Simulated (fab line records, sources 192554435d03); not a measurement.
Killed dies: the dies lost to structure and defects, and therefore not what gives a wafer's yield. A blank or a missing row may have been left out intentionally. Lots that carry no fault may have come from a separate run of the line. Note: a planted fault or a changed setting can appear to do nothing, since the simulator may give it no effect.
Matching of chambers || flow n5-finfet || 3 sister chambers for N5_BEOL_M12_ILD_DEP_00 on pecvd-01
The step deposits SiOC from DEMS/O2, target thk 658.92 nm, time 130.7 s. 6 wafers are shown with their chamber, then 9 later ones without.

== WAFERS, EACH WITH ITS CHAMBER ==
{"wafer": "L562.3", "chamber": 2, "throttle-valve-pct (%)": 10.7, "showerhead-plenum-p-Torr (Torr)": 5.702}
{"wafer": "L567.2", "chamber": 2, "throttle-valve-pct (%)": 10.5, "showerhead-plenum-p-Torr (Torr)": 5.681}
{"wafer": "L569.5", "chamber": 0, "throttle-valve-pct (%)": 12.0, "showerhead-plenum-p-Torr (Torr)": 5.657}
{"wafer": "L570.1", "chamber": 1, "throttle-valve-pct (%)": 12.0, "showerhead-plenum-p-Torr (Torr)": 5.692}
{"wafer": "L570.2", "chamber": 0, "throttle-valve-pct (%)": 12.0, "showerhead-plenum-p-Torr (Torr)": 5.661}
{"wafer": "L570.4", "chamber": 1, "throttle-valve-pct (%)": 12.2, "showerhead-plenum-p-Torr (Torr)": 5.687}

== WAFERS MISSING THEIR CHAMBER ==
{"wafer": "L572.1", "throttle-valve-pct (%)": 11.9, "showerhead-plenum-p-Torr (Torr)": 5.670}
{"wafer": "L572.3", "throttle-valve-pct (%)": 12.1, "showerhead-plenum-p-Torr (Torr)": 5.706}
{"wafer": "L572.4", "throttle-valve-pct (%)": 10.9, "showerhead-plenum-p-Torr (Torr)": 5.702}
{"wafer": "L571.3", "throttle-valve-pct (%)": 11.9, "showerhead-plenum-p-Torr (Torr)": 5.676}
{"wafer": "L571.4", "throttle-valve-pct (%)": 12.0, "showerhead-plenum-p-Torr (Torr)": 5.671}
{"wafer": "L571.6", "throttle-valve-pct (%)": 12.0, "showerhead-plenum-p-Torr (Torr)": 5.673}
{"wafer": "L573.2", "throttle-valve-pct (%)": 10.9, "showerhead-plenum-p-Torr (Torr)": 5.695}
{"wafer": "L573.4", "throttle-valve-pct (%)": 11.0, "showerhead-plenum-p-Torr (Torr)": 5.689}
{"wafer": "L573.6", "throttle-valve-pct (%)": 11.7, "showerhead-plenum-p-Torr (Torr)": 5.687}

== EACH ONE'S CHAMBER ==
{"wafer": "L572.1", "from the rows above": "can't be placed: 0 or 1", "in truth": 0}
{"wafer": "L572.3", "from the rows above": 1, "in truth": 1}
{"wafer": "L572.4", "from the rows above": 2, "in truth": 2}
{"wafer": "L571.3", "from the rows above": "can't be placed: 0 or 1", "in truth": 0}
{"wafer": "L571.4", "from the rows above": "can't be placed: 0 or 1", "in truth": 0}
{"wafer": "L571.6", "from the rows above": "can't be placed: 0 or 1", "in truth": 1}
{"wafer": "L573.2", "from the rows above": 2, "in truth": 2}
{"wafer": "L573.4", "from the rows above": 2, "in truth": 2}
{"wafer": "L573.6", "from the rows above": "can't be placed: 1 or 0", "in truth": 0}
Correct placement for 4 of the 9. From these rows, 5 cannot be placed; in 5 the true chamber is one of the candidates. 0 placed wrongly.
How it was worked out, from the rows above alone: a wafer's distance from a chamber is the root of the sum, over the readings, of the square of ((its reading less the chamber's mean) divided by the reading's scatter). The wafer belongs to the nearest chamber; if the next one is less than 2 further off, it can't be placed. Each chamber's mean is taken over the wafers shown for it. The scatter: the root of (the sum of the squares of (reading less its chamber's mean) over the shown wafers, divided by (wafers less chambers)).
